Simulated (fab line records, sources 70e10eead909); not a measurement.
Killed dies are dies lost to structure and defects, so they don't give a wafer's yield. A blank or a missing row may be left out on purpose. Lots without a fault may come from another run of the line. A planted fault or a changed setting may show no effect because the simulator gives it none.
Which tool did it? | flow nand_harc | 24 lots, 72 wafers sampled, at 5 steps of a route of 1302

WHAT THE GAUGES READ, wafer by wafer
NHARC_A_M1_CD_MEAS_09: target cd 120 nm.
lot  | measured     | on        | cd_nm (nm)
L074 | day 22 18:56 | cd_sem-03 | 119.3 119.5 120.8
L076 | day 23 11:55 | cd_sem-03 | 120.6 120.5 120.4
L077 | day 23 14:41 | cd_sem-03 | 119.9 119.4 119.6
L078 | day 24 08:32 | cd_sem-01 | 120.7 120.6 121.4
L079 | day 24 19:08 | cd_sem-03 | 120.8 120.5 121.2
L081 | day 25 23:35 | cd_sem-03 | 119.8 119.6 119.4
L075 | day 26 03:55 | cd_sem-01 | 120.0 118.6 119.0
L080 | day 26 05:54 | cd_sem-03 | 120.4 119.8 120.1
L082 | day 26 14:55 | cd_sem-03 | 120.1 119.6 121.0
L083 | day 26 18:26 | cd_sem-03 | 119.8 119.6 121.1
L084 | day 26 19:08 | cd_sem-03 | 121.0 121.8 120.8
L085 | day 27 15:52 | cd_sem-03 | 120.1 121.1 121.0
L086 | day 28 01:56 | cd_sem-03 | 120.0 119.9 120.0
L087 | day 28 16:52 | cd_sem-02 | 118.8 118.6 119.6
L090 | day 28 23:10 | cd_sem-02 | 120.0 120.8 120.6
L089 | day 28 23:41 | cd_sem-02 | 120.6 120.0 120.4
L088 | day 29 09:31 | cd_sem-02 | 119.9 120.0 119.6
L092 | day 29 11:26 | cd_sem-03 | 120.2 119.2 119.5
L091 | day 29 15:05 | cd_sem-03 | 120.3 120.8 119.6
L093 | day 30 12:07 | cd_sem-02 | 120.4 120.1 119.9
L095 | day 31 20:20 | cd_sem-01 | 120.5 120.2 119.9
L096 | day 31 23:25 | cd_sem-03 | 120.2 120.0 119.2
L094 | day 32 03:08 | cd_sem-02 | 119.2 119.2 120.2
L097 | day 32 07:04 | cd_sem-01 | 119.8 119.7 121.1

NHARC_A_BONDPAD_CD_MEAS_09: target cd 500 nm.
lot  | measured     | on        | cd_nm (nm)
L074 | day 22 23:37 | cd_sem-01 | 502.0 500.9 498.1
L076 | day 23 16:40 | cd_sem-01 | 499.8 501.7 499.8
L077 | day 23 19:20 | cd_sem-03 | 500.4 501.9 499.8
L078 | day 24 13:05 | cd_sem-01 | 499.7 497.8 502.3
L079 | day 24 23:51 | cd_sem-03 | 498.6 499.8 499.5
L081 | day 26 04:36 | cd_sem-01 | 505.0 502.0 501.5
L075 | day 26 08:28 | cd_sem-03 | 500.3 497.4 496.4
L080 | day 26 10:35 | cd_sem-01 | 499.5 499.8 500.8
L082 | day 26 19:58 | cd_sem-01 | 500.9 499.5 498.9
L083 | day 26 23:25 | cd_sem-01 | 501.2 499.0 496.5
L084 | day 27 00:00 | cd_sem-03 | 497.0 497.2 499.4
L085 | day 27 21:23 | cd_sem-03 | 499.7 497.5 502.3
L086 | day 28 06:37 | cd_sem-03 | 499.7 501.3 499.4
L087 | day 28 23:35 | cd_sem-02 | 499.9 499.0 503.2
L090 | day 29 03:50 | cd_sem-02 | 499.4 499.2 501.5
L089 | day 29 04:24 | cd_sem-03 | 502.8 498.4 497.9
L088 | day 29 14:11 | cd_sem-03 | 498.4 501.9 499.2
L092 | day 29 16:00 | cd_sem-02 | 500.3 501.1 496.3
L091 | day 29 19:47 | cd_sem-03 | 502.2 499.9 498.8
L093 | day 30 16:47 | cd_sem-03 | 499.4 500.0 499.9
L095 | day 32 01:06 | cd_sem-03 | 500.9 498.2 504.1
L096 | day 32 03:59 | cd_sem-01 | 499.8 499.7 499.1
L094 | day 32 08:09 | cd_sem-02 | 499.9 499.4 499.0
L097 | day 32 11:45 | cd_sem-01 | 497.7 499.2 500.1

NHARC_A_BONDPAD_OVL_MEAS_35.
lot  | measured     | on         | overlay_x_nm (nm) | overlay_y_nm (nm)
L074 | day 22 23:42 | overlay-01 | 4 4 3             | 1 1 2
L076 | day 23 16:45 | overlay-02 | 9 9 10            | -5 -4 -4
L077 | day 23 19:25 | overlay-02 | 4 4 4             | -10 -10 -10
L078 | day 24 13:10 | overlay-01 | -6 -5 -5          | -3 -3 -3
L079 | day 24 23:56 | overlay-02 | -1 0 -1           | -21 -21 -21
L081 | day 26 04:41 | overlay-01 | 2 1 1             | 2 2 1
L075 | day 26 08:34 | overlay-02 | -14 -14 -14       | -4 -3 -4
L080 | day 26 10:40 | overlay-02 | 1 1 1             | 3 3 2
L082 | day 26 20:04 | overlay-02 | -11 -10 -10       | 11 11 11
L083 | day 26 23:31 | overlay-02 | 5 5 5             | -3 -3 -3
L084 | day 27 00:06 | overlay-02 | -5 -5 -5          | 6 6 6
L085 | day 27 21:28 | overlay-01 | -2 -2 -1          | -3 -3 -3
L086 | day 28 06:42 | overlay-01 | 4 4 4             | 1 1 2
L087 | day 28 23:40 | overlay-02 | 3 3 3             | 1 0 0
L090 | day 29 03:56 | overlay-01 | 4 3 4             | 9 10 9
L089 | day 29 04:29 | overlay-02 | -1 -1 -1          | 0 0 0
L088 | day 29 14:17 | overlay-02 | -6 -6 -5          | 6 6 6
L092 | day 29 16:05 | overlay-02 | -1 -1 -1          | 0 0 0
L091 | day 29 19:52 | overlay-02 | 4 4 4             | 19 18 18
L093 | day 30 16:52 | overlay-01 | -6 -6 -6          | 0 0 1
L095 | day 32 01:11 | overlay-01 | 9 9 9             | -7 -6 -7
L096 | day 32 04:04 | overlay-02 | 0 0 1             | 11 11 11
L094 | day 32 08:14 | overlay-02 | -2 -3 -2          | 7 7 7
L097 | day 32 11:50 | overlay-02 | 1 0 0             | -9 -9 -9

WHICH TOOL RAN EACH LOT (tool, then ch and the chambers of the sampled wafers, then the start)
lot  | NHARC_A_M1_ETCH_28                            | NHARC_A_M1_CMP_23
L074 | rie_diel-02 ch 0,1, day 22 21:19 or earlier   | cmp-02 ch 0,1,2, day 22 21:19
L076 | rie_diel-02 ch 0,1,3, day 23 14:16 or earlier | cmp-02 ch 1,2, day 23 14:16
L077 | rie_diel-10 ch 1,3, day 23 17:03 or earlier   | cmp-04 ch 1,2,3, day 23 17:03
L078 | rie_diel-10 ch 0,1,2, day 24 10:49 or earlier | cmp-02 ch 1,2,3, day 24 10:49
L079 | rie_diel-10 ch 0,1, day 24 21:26 or earlier   | cmp-02 ch 0,1, day 24 21:26
L081 | rie_diel-02 ch 0,1,2, day 26 02:19 or earlier | cmp-04 ch 0,1, day 26 02:19
L075 | rie_diel-03 ch 0,1,2, day 26 06:12 or earlier | cmp-02 ch 1,2,3, day 26 06:12
L080 | rie_diel-03 ch 0,3, day 26 08:11 or earlier   | cmp-01 ch 0,1,3, day 26 08:11
L082 | rie_diel-03 ch 0,1,3, day 26 17:33 or earlier | cmp-04 ch 1,2,3, day 26 17:33
L083 | rie_diel-10 ch 0,3, day 26 21:01 or earlier   | cmp-02 ch 1,3, day 26 21:01
L084 | rie_diel-02 ch 1,3, day 26 21:44 or earlier   | cmp-02 ch 0,1, day 26 21:44
L085 | rie_diel-02 ch 0,2, day 27 18:34 or earlier   | cmp-02 ch 0,3, day 27 18:34
L086 | rie_diel-02 ch 0,2,3, day 28 04:14 or earlier | cmp-02 ch 1,2,3, day 28 04:14
L087 | rie_diel-02 ch 1,3, day 28 19:13 or earlier   | cmp-04 ch 0,3, day 28 19:13
L090 | rie_diel-02 ch 0,2, day 29 01:30 or earlier   | cmp-02 ch 0,1,3, day 29 01:30
L089 | rie_diel-02 ch 0,1,3, day 29 02:02 or earlier | cmp-01 ch 0,1,2, day 29 02:02
L088 | rie_diel-03 ch 1,2, day 29 11:48 or earlier   | cmp-01 ch 0,3, day 29 11:48
L092 | rie_diel-10 ch 1,2,3, day 29 13:44 or earlier | cmp-02 ch 0,2,3, day 29 13:44
L091 | rie_diel-03 ch 0,1,2, day 29 17:26 or earlier | cmp-01 ch 1,2,3, day 29 17:26
L093 | rie_diel-10 ch 0,1,3, day 30 14:23 or earlier | cmp-02 ch 2,3, day 30 14:23
L095 | rie_diel-03 ch 0,2, day 31 22:48 or earlier   | cmp-04 ch 1,2,3, day 31 22:48
L096 | rie_diel-10 ch 0,1,2, day 32 01:46 or earlier | cmp-04 ch 0,2,3, day 32 01:46
L094 | rie_diel-10 ch 0,2, day 32 05:26 or earlier   | cmp-01 ch 0,3, day 32 05:26
L097 | rie_diel-10 ch 0,2, day 32 09:20 or earlier   | cmp-01 ch 0,3, day 32 09:20
- NHARC_A_M1_ETCH_28: etches the open film in CF4/N2, target depth 30 nm, time 72.99 s.
- NHARC_A_M1_CMP_23: polishes, t overpolish 20 s, target thk 154.34 nm.

WHAT THE TOOLS THEMSELVES READ (means of the sampled wafers that have a number; where no wafer has one, the mark that the record gives instead)
NHARC_A_M1_ETCH_28.
lot  | tool        | drypump_motor_current_A (A) | oes_product_au (a.u.) | rf_vpp_V (V) | showerhead_plenum_p_Torr (Torr) | throttle_valve_pct (%)
L074 | rie_diel-02 | 6.1                         | 1.006                 | 315.7        | 2.71                            | 19.787
L076 | rie_diel-02 | 6.1                         | 1.005                 | 314.6        | 2.68                            | 19.795
L077 | rie_diel-10 | 6.0                         | 0.987                 | 315.6        | 2.70                            | 19.796
L078 | rie_diel-10 | 5.9                         | 0.991                 | 315.8        | 2.74                            | 19.791
L079 | rie_diel-10 | 6.0                         | 0.990                 | 315.3        | 2.68                            | 19.797
L081 | rie_diel-02 | 6.1                         | 1.003                 | 315.7        | 2.70                            | 19.799
L075 | rie_diel-03 | 5.4                         | 0.992                 | 314.8        | 2.68                            | 19.803
L080 | rie_diel-03 | 5.3                         | 0.998                 | 316.7        | 2.77                            | 19.801
L082 | rie_diel-03 | 5.6                         | 0.994                 | 316.4        | 2.76                            | 19.804
L083 | rie_diel-10 | 6.0                         | 1.006                 | 316.1        | 2.75                            | 19.793
L084 | rie_diel-02 | 6.1                         | 1.004                 | 314.4        | 2.64                            | 19.797
L085 | rie_diel-02 | 6.1                         | 0.995                 | 315.6        | 2.74                            | 19.798
L086 | rie_diel-02 | 6.1                         | 1.010                 | 315.2        | 2.71                            | 19.802
L087 | rie_diel-02 | 6.1                         | 1.006                 | 314.2        | 2.64                            | 19.794
L090 | rie_diel-02 | 6.1                         | 0.999                 | 315.8        | 2.74                            | 19.792
L089 | rie_diel-02 | 6.1                         | 1.013                 | 315.0        | 2.68                            | 19.800
L088 | rie_diel-03 | 5.7                         | 0.996                 | 315.4        | 2.67                            | 19.789
L092 | rie_diel-10 | 5.9                         | 0.998                 | 316.1        | 2.72                            | 19.803
L091 | rie_diel-03 | 5.4                         | 1.004                 | 315.4        | 2.68                            | 19.793
L093 | rie_diel-10 | 6.0                         | 1.001                 | 316.0        | 2.71                            | 19.793
L095 | rie_diel-03 | 5.1                         | 0.999                 | 314.7        | 2.69                            | 19.790
L096 | rie_diel-10 | 5.9                         | 1.003                 | 315.5        | 2.73                            | 19.788
L094 | rie_diel-10 | 5.9                         | 1.001                 | 316.7        | 2.78                            | 19.803
L097 | rie_diel-10 | 5.9                         | 1.009                 | 317.0        | 2.79                            | 19.796

NHARC_A_M1_CMP_23.
lot  | tool   | motor_current_A (A) | retaining_ring_pressure_frac | time_to_endpoint_s (s)
L074 | cmp-02 | 12.5                | 1.001                        | 27.7
L076 | cmp-02 | 13.0                | 0.995                        | 33.1
L077 | cmp-04 | 11.2                | 0.997                        | 25.5
L078 | cmp-02 | 12.0                | 0.996                        | 29.8
L079 | cmp-02 | 12.9                | 0.998                        | 30.4
L081 | cmp-04 | 12.3                | 0.999                        | 28.1
L075 | cmp-02 | 12.1                | 0.998                        | 29.8
L080 | cmp-01 | 13.0                | 1.000                        | 30.6
L082 | cmp-04 | 11.1                | 0.998                        | 26.3
L083 | cmp-02 | 12.4                | 0.998                        | 31.4
L084 | cmp-02 | 11.8                | 1.002                        | 27.9
L085 | cmp-02 | 10.6                | 1.000                        | 28.2
L086 | cmp-02 | 12.5                | 0.995                        | 27.4
L087 | cmp-04 | 13.1                | 0.997                        | 32.2
L090 | cmp-02 | 11.5                | 1.004                        | 24.5
L089 | cmp-01 | 12.5                | 1.000                        | 31.1
L088 | cmp-01 | 13.2                | 0.999                        | 26.6
L092 | cmp-02 | 11.5                | 1.000                        | 30.7
L091 | cmp-01 | 11.2                | 1.001                        | 26.6
L093 | cmp-02 | 12.0                | 1.001                        | 30.3
L095 | cmp-04 | 10.7                | 1.002                        | 25.9
L096 | cmp-04 | 12.2                | 0.996                        | 25.1
L094 | cmp-01 | 15.0                | 1.000                        | 30.1
L097 | cmp-01 | 14.8                | 1.001                        | 29.2

THE ANSWER, worked out from the rows above alone
Rule: what is usual is taken from the lots themselves. Put in order of their means at a reading, lots are off if they are a third of the lots or fewer, leave a main group of 4 or more, and stand apart from it by a gap of 3 or more times the standard deviation of the main group's means; of several such gaps the widest counts. A main group whose means are all the same, to the digits that the tables above print for the reading, isn't used. A lot without any number at a reading at which 4 lots or more have one is off too. The other lots that the step has rows for count as sound. The gauges are gone through in route order, then the tools' own readings, and for those a lot's mean is taken as printed above. The first step at which some lot is off is used, and at that step the reading that is off furthest; a lot without a number counts as furthest.
No lot is off at any reading shown: from this, nothing can be told.

WHAT THE SIMULATOR HAD PUT IN
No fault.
